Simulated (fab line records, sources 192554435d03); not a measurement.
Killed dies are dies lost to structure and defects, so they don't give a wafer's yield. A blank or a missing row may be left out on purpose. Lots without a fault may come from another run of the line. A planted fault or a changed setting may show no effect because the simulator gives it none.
A struck lot beside a sound one | flow n5_finfet | 39 steps out of a route of 1938
Sound: wafers L662.1, L662.3, L662.6. Struck: wafers L674.1, L674.2, L674.3. The cause comes at the end.
At each step with rows: each side's tool, then ch and its chambers, then its first start. Under that, the readings that differ: sound wafers | struck wafers | difference of the means | sigmas: that difference in standard deviations of wafers without a fault.
alike: readings whose means differ by less than 2 such deviations, and words and numbers that are the same on both sides. not compared: withheld readings, readings that some wafer has no value for, bounds like >300 that may hide the same value, and numbers for which the record gives no deviation and whose values overlap.
The two part at a step that has a row with sigmas, a row that says differs or no value, or rows on one side only. Numbers that don't overlap but have no deviation are shown without sigmas and don't part them. A reading that every wafer of one side lacks parts them only if that side has two wafers or more.

first, 11 steps without rows for these wafers: N5_BEOL_M4_STRIP_65 (strips in N2/H2); N5_BEOL_M4_STRIP_75 (strips in N2/H2); N5_BEOL_M4_STRIP_66 (strips in CF4); N5_BEOL_M4_HM_OPEN_17 (chemistry Cl2/BCl3, target TiN, target depth 20 nm, overetch 6 nm); N5_BEOL_M4_STRIP_19 (strips in O2); N5_BEOL_M4_COAT_67 (time 60 s, resist thk 60 nm); N5_BEOL_M4_COAT_68 (time 60 s, resist thk 12 nm); N5_BEOL_M4_COAT_76 (time 60 s, resist thk 5 nm); N5_BEOL_M4_COAT_22 (resist thk 30 nm); N5_BEOL_M4_EBR_24; N5_BEOL_M4_SOFTBAKE_23 (time 60 s).
N5_BEOL_M4_EXPOSE_25: exposes mask V3, defocus 5 nm.
  sound on euv_scanner-02 ch 0, day 8 05:31; struck on euv_scanner-02 ch 0, day 11 04:48
  reading                         | sound       | struck         | difference | sigmas
  model.BEOL_M4.overlay_x_nm (nm) | 0.2 0.2 0.2 | 10.6 10.6 10.6 | +10.4      |
  alike: mask, reticle_temp_C
then, 2 steps without rows for these wafers: N5_BEOL_M4_PEB_26 (peb time 60 s); N5_BEOL_M4_DEVELOP_27 (develop time 30 s).
N5_BEOL_M4_OVL_MEAS_29:
  sound on overlay-01 ch 0, day 8 05:41; struck on overlay-01 ch 0, day 11 04:58
  reading     | sound         | struck      | difference | sigmas
  V3_OVL (nm) | -0.9 -0.2 0.4 | 9.7 9.7 9.3 | +9.8       | +17
then, 22 steps without rows for these wafers: N5_BEOL_M4_DESCUM_33 (chemistry O2, time 7 s); N5_BEOL_M4_ETCH_77 (etches underlayer in N2/H2, target depth 6.5 nm, time 5.2 s); N5_BEOL_M4_ETCH_69 (etches SiARC in CF4, target depth 15.6 nm, time 26 s); N5_BEOL_M4_ALD_98 (deposits SiO2, target thk 2.5 nm, pulse time 1 s, co reactant pulse time 1 s); N5_BEOL_M4_ETCHBACK_99 (etches SiO2 in CHF3, target depth 5 nm, time 10.4 s); N5_BEOL_M4_ETCH_70 (etches SOC in N2/H2, target depth 80 nm, overetch 24 nm, time 130 s); N5_BEOL_M4_STRIP_71 (strips in N2/H2); N5_BEOL_M4_STRIP_78 (strips in N2/H2); N5_BEOL_M4_VIA_ETCH_34 (etches the open film in C4F6/O2, target depth 69.4 nm, time 65.9 s); N5_BEOL_M4_STRIP_83 (strips in C4F6/O2); N5_BEOL_M4_STRIP_36 (strips in N2/H2); N5_BEOL_M4_TRENCH_ETCH_37 (etches SiOC in C4F6/O2, target depth 55.555 nm, time 29.2 s); N5_BEOL_M4_ETCH_41 (etches SiCN in CH3F/O2, target depth 29.9 nm, time 52.5 s); N5_BEOL_M4_STRIP_97 (strips in N2/H2, time 10 s); N5_BEOL_M4_HM_STRIP_39 (strips TiN in peroxide tin strip, target depth 25 nm, time 158 s); N5_BEOL_M4_SRD_40 (time 30 s); N5_BEOL_M4_PRECLEAN_42 (cleans in residue remover, time 60 s); N5_BEOL_M4_SRD_43 (time 30 s); N5_BEOL_M4_DEGAS_44 (time 60 s); N5_BEOL_M4_PRE_CLEAN_45 (time 30 s); N5_BEOL_M4_ALD_84 (deposits TaN, pulse time 2 s, purge time 3 s, co reactant purge time 2 s); N5_BEOL_M4_SURFACE_TREAT_85.
N5_BEOL_M4_RC_MEAS_101:
  sound on prober-01 ch 0, day 8 18:39; struck on prober-01 ch 0, day 11 13:05
  reading        | sound             | struck            | difference | sigmas
  IOFF_P (nA/um) | 0.217 0.257 0.250 | 0.193 0.165 0.148 | -0.073     | -3
  ION_P (uA/um)  | 463 475 468       | 453 454 452       | -16        | -3
  VT_P (mV)      | -247 -248 -248    | -253 -256 -256    | -7         | -2
  alike: DIBL_N, DIBL_P, IOFF_N, ION_N, SS_N, SS_P, VT_N
-- the record jumps here: 4 days lie between the struck wafers' starts before and after (it left off in module BEOL_M4 and takes up again in module PASSIVATION, whose first step shown is number 1936 of the route) --
N5_PASSIVATION_PROBE_49:
  sound on prober-02, day 13 09:17; struck on prober-01, day 15 12:35
  reading                  | sound          | struck         | difference | sigmas
  defect_limited_yield (%) | 90.9 91.4 92.4 | 53.5 46.8 71.5 | -34.3      | -23
  killed_at_M4_up          | 12 10 20       | 438 538 225    | +386       | +70
  killed_dies              | 107 102 90     | 549 628 336    | +405       | +22
  killed_on_rim            | 9 17 9         | 65 70 38       | +46        | +10
  sort_bin_5_function (%)  | 4.9 5.3 4.7    | 24.5 27.2 16.7 | +17.8      | +18
  sort_n_pass              | 1073 1078 1090 | 631 552 844    | -405       | -22
  sort_yield_pct (%)       | 90.9 91.4 92.4 | 53.5 46.8 71.5 | -34.3      | -23
  alike: killed_at_M0_to_M3, killed_at_contacts, killed_at_front_end, killed_at_other, killed_open, killed_short, sort_bin_6_memory

WHERE THEY PART
First at N5_BEOL_M4_OVL_MEAS_29; last, within this record, at N5_PASSIVATION_PROBE_49.

WHY: what the simulator had put in
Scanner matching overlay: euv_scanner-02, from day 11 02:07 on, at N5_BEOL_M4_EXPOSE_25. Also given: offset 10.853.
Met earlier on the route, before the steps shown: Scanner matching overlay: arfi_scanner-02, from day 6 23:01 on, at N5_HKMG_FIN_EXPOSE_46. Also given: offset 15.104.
